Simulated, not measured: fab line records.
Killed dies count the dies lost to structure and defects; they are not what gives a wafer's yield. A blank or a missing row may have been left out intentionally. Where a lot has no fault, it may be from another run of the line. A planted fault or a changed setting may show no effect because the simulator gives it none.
Chamber matching / flow n5_finfet / 3 sister chambers for N5_FIN_SAQP_PECVD_06 on pecvd-02
The step deposits a-Si from SiH4/He, target thk 60 nm, time 48.1 s. 6 wafers are shown with their chamber, then 8 later ones without.

WAFERS, EACH WITH ITS CHAMBER
wafer=L079.1; chamber=2; throttle_valve_pct (%)=16.6; heater_power_w (W)=813
wafer=L079.5; chamber=1; throttle_valve_pct (%)=19.3; heater_power_w (W)=780
wafer=L080.4; chamber=1; throttle_valve_pct (%)=19.0; heater_power_w (W)=727
wafer=L080.5; chamber=0; throttle_valve_pct (%)=17.8; heater_power_w (W)=720
wafer=L080.6; chamber=2; throttle_valve_pct (%)=16.7; heater_power_w (W)=817
wafer=L089.1; chamber=0; throttle_valve_pct (%)=17.7; heater_power_w (W)=694

WAFERS WHOSE CHAMBER IS MISSING
wafer=L089.2; throttle_valve_pct (%)=16.5; heater_power_w (W)=740
wafer=L089.6; throttle_valve_pct (%)=19.1; heater_power_w (W)=780
wafer=L091.1; throttle_valve_pct (%)=19.1; heater_power_w (W)=784
wafer=L091.4; throttle_valve_pct (%)=18.1; heater_power_w (W)=824
wafer=L091.5; throttle_valve_pct (%)=16.7; heater_power_w (W)=767
wafer=L095.3; throttle_valve_pct (%)=17.0; heater_power_w (W)=848
wafer=L095.5; throttle_valve_pct (%)=16.9; heater_power_w (W)=858
wafer=L095.6; throttle_valve_pct (%)=18.1; heater_power_w (W)=840

THE CHAMBER EACH PASSED THROUGH
wafer=L089.2; from the rows above=2; in truth=2
wafer=L089.6; from the rows above=1; in truth=1
wafer=L091.1; from the rows above=1; in truth=1
wafer=L091.4; from the rows above=0; in truth=0
wafer=L091.5; from the rows above=2; in truth=2
wafer=L095.3; from the rows above=2; in truth=2
wafer=L095.5; from the rows above=2; in truth=2
wafer=L095.6; from the rows above=0; in truth=0
8 of 8 placed correctly. Can't be placed from these rows: 0. Wrongly placed: 0.
How it was worked out, from the rows above alone: a wafer's distance from a chamber is the root of the sum, over the readings, of the square of ((its reading less the chamber's mean) divided by the reading's scatter). The wafer belongs to the nearest chamber; if the next one is less than 2 further off, it can't be placed. A chamber's mean is the mean of its shown wafers. The scatter: the root of (the sum of the squares of (reading less its chamber's mean) over the shown wafers, divided by (wafers less chambers)).
